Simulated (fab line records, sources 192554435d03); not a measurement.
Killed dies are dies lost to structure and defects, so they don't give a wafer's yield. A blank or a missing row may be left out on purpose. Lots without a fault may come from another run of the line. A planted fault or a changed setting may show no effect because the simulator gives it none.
Chamber matching | flow n5_finfet | N5_DUMMY_GATE_STRIP_41 on rie_diel-05: 4 sister chambers
The step strips in O2. 14 wafers are shown with their chamber, then 7 later ones without.

WAFERS WITH THEIR CHAMBER
wafer  | chamber | drypump_motor_current_A (A) | showerhead_plenum_p_Torr (Torr) | throttle_valve_pct (%)
L076.1 | 3       | 6.4                         | 2.10                            | 16.87
L076.2 | 1       | 5.3                         | 2.15                            | 16.34
L076.4 | 0       | 5.8                         | 2.09                            | 16.52
L077.1 | 3       | 6.4                         | 2.10                            | 16.89
L077.2 | 2       | 6.2                         | 2.06                            | 16.98
L077.5 | 0       | 5.8                         | 2.09                            | 16.53
L080.3 | 3       | 6.4                         | 2.09                            | 16.89
L080.5 | 0       | 5.8                         | 2.09                            | 16.55
L080.6 | 3       | 6.4                         | 2.09                            | 16.89
L081.1 | 0       | 5.8                         | 2.09                            | 16.54
L081.3 | 2       | 6.2                         | 2.06                            | 17.00
L081.6 | 3       | 6.4                         | 2.09                            | 16.92
L085.2 | 2       | 6.2                         | 2.06                            | 17.02
L085.3 | 1       | 5.4                         | 2.15                            | 16.38

SIGNATURES (means of the wafers above)
reading                  | chamber 0 | chamber 1 | chamber 2 | chamber 3 | scatter within a chamber
drypump_motor_current_A  | 5.800     | 5.350     | 6.200     | 6.400     | 0.0224
showerhead_plenum_p_Torr | 2.0900    | 2.1500    | 2.0600    | 2.0940    | 0.00346
throttle_valve_pct       | 16.5350   | 16.3600   | 17.0000   | 16.8920   | 0.0184
Rule: a wafer's distance from a chamber is the root of the sum, over the readings, of the square of ((its reading less the chamber's mean) divided by the reading's scatter). The wafer belongs to the nearest chamber; if the next one is less than 2 further off, it can't be placed. The scatter: the root of (the sum of the squares of (reading less its chamber's mean) over the shown wafers, divided by (wafers less chambers)).

WAFERS WITHOUT THEIR CHAMBER
wafer  | drypump_motor_current_A (A) | showerhead_plenum_p_Torr (Torr) | throttle_valve_pct (%)
L085.6 | 6.2                         | 2.06                            | 17.00
L087.2 | 5.8                         | 2.09                            | 16.57
L087.3 | 5.4                         | 2.14                            | 16.36
L087.5 | 6.4                         | 2.09                            | 16.90
L097.4 | 6.4                         | 2.09                            | 16.92
L097.5 | 5.8                         | 2.08                            | 16.61
L097.6 | 6.2                         | 2.05                            | 16.57

WHICH CHAMBER EACH WENT THROUGH
wafer  | from the rows above | in truth
L085.6 | 2                   | 2
L087.2 | 0                   | 0
L087.3 | 1                   | 1
L087.5 | 3                   | 3
L097.4 | 3                   | 3
L097.5 | 0                   | 0
L097.6 | 0                   | 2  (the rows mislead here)
Placed correctly: 6 of 7. Can't be placed from these rows: 0. Placed wrongly: 1.
